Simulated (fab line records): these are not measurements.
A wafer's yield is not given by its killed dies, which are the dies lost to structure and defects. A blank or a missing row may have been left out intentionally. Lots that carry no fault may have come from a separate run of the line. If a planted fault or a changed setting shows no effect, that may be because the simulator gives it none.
One fault seen from 2 desks | flow nandHarc | numbers are kept per desk, each desk with only its own; the story behind them comes last

== FOR THE TOOL OWNER'S DESK: rieDiel-04 ==
The tool's own readings at NHARC_P_CONTACT_ETCH_36 (etches the open film in N2/H2, target depth 260 nm, time 406.25 s): means of the sampled wafers that have a number, for each lot that ran on this tool. Any lot whose mean is over 4 standard deviations away from the usual mean is out of limits and marked OUT; that distance is given in the brackets.
Columns: A = drypumpMotorCurrentA at NHARC_P_CONTACT_ETCH_36, usual 5.5 A; B = mfcArSccm at NHARC_P_CONTACT_ETCH_36, usual 0.006 sccm; C = oesProductAu at NHARC_P_CONTACT_ETCH_36, usual 1.006 a.u.; D = rfVppV at NHARC_P_CONTACT_ETCH_36, usual 430.7 V; E = runLengthS at NHARC_P_CONTACT_ETCH_36, usual 427.7 s; F = showerheadPlenumPTorr at NHARC_P_CONTACT_ETCH_36, usual 2.04 Torr; G = throttleValvePct at NHARC_P_CONTACT_ETCH_36, usual 14.170 %
lot  | first seen here | A   | B     | C     | D     | E                       | F    | G
L116 | day 6 14:23     | 6.1 | 0.020 | 0.996 | 430.1 | 427.8                   | 2.04 | 14.171
L117 | day 6 15:20     | 5.6 | 0.016 | 1.004 | 431.6 | 427.8                   | 2.08 | 14.173
L118 | day 6 19:52     | 5.2 | 0.006 | 1.016 | 430.6 | 427.6                   | 2.04 | 14.171
L124 | day 8 10:59     | 5.2 | 0.009 | 1.010 | 430.9 | 374.2 (-99 or more) OUT | 2.08 | 14.166
L126 | day 8 20:23     | 5.7 | 0.010 | 1.008 | 431.7 | 392.1 (-85) OUT         | 2.07 | 14.167
L127 | day 9 03:52     | 6.0 | 0.026 | 0.996 | 431.4 | 392.1 (-85) OUT         | 2.06 | 14.173
This desk's verdict: out of limits on L124, L126, L127, starting with L124 at day 8 10:59 (runLengthS at NHARC_P_CONTACT_ETCH_36). L116, L117, L118 stayed within limits.

== FROM THE METROLOGY DESK ==
Means of the sampled wafers that have a number, per lot and without regard to the tool the lot ran on: this is what the gauges read. Any lot whose mean is over 4 standard deviations away from the usual mean is out of limits and marked OUT; that distance is given in the brackets.
Columns: A = cdNm at NHARC_P_CONTACT_CD_MEAS_19, usual 89.4 nm
lot  | first seen here | A
L113 | day 5 16:50     | 88.1
L114 | day 5 22:47     | 90.5
L115 | day 5 23:43     | 87.0
L116 | day 6 15:05     | 90.5
L117 | day 6 15:58     | 88.3
L118 | day 6 20:34     | 88.6
L122 | day 7 21:10     | 90.1
L124 | day 8 11:43     | 85.7
L126 | day 8 21:05     | 86.7
L127 | day 9 04:33     | 88.4
L130 | day 10 02:51    | 88.5
L134 | day 10 22:20    | 89.9
L135 | day 11 04:15    | 88.4
Result from this desk: across the 13 lots, nothing is out of limits.

== ALL TOGETHER ==
At day 8 10:59, on L124, L126, L127, the tool owner's desk was in a position to raise an alarm.
The metrology desk saw nothing out of limits.
The metrology desk holds a record of L124, L126, L127, inside its limits.
The lots listed all ran NHARC_P_CONTACT_ETCH_36 on rieDiel-04.

== WHAT THE SIMULATOR HAD INSERTED ==
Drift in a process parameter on rieDiel-04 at NHARC_P_CONTACT_ETCH_36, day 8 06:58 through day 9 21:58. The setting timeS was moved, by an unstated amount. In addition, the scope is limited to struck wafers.
Struck lots among those shown: L124, L126, L127.
Time in hours from fault onset to the first out-of-limits reading at each desk: the tool owner's desk, 4.
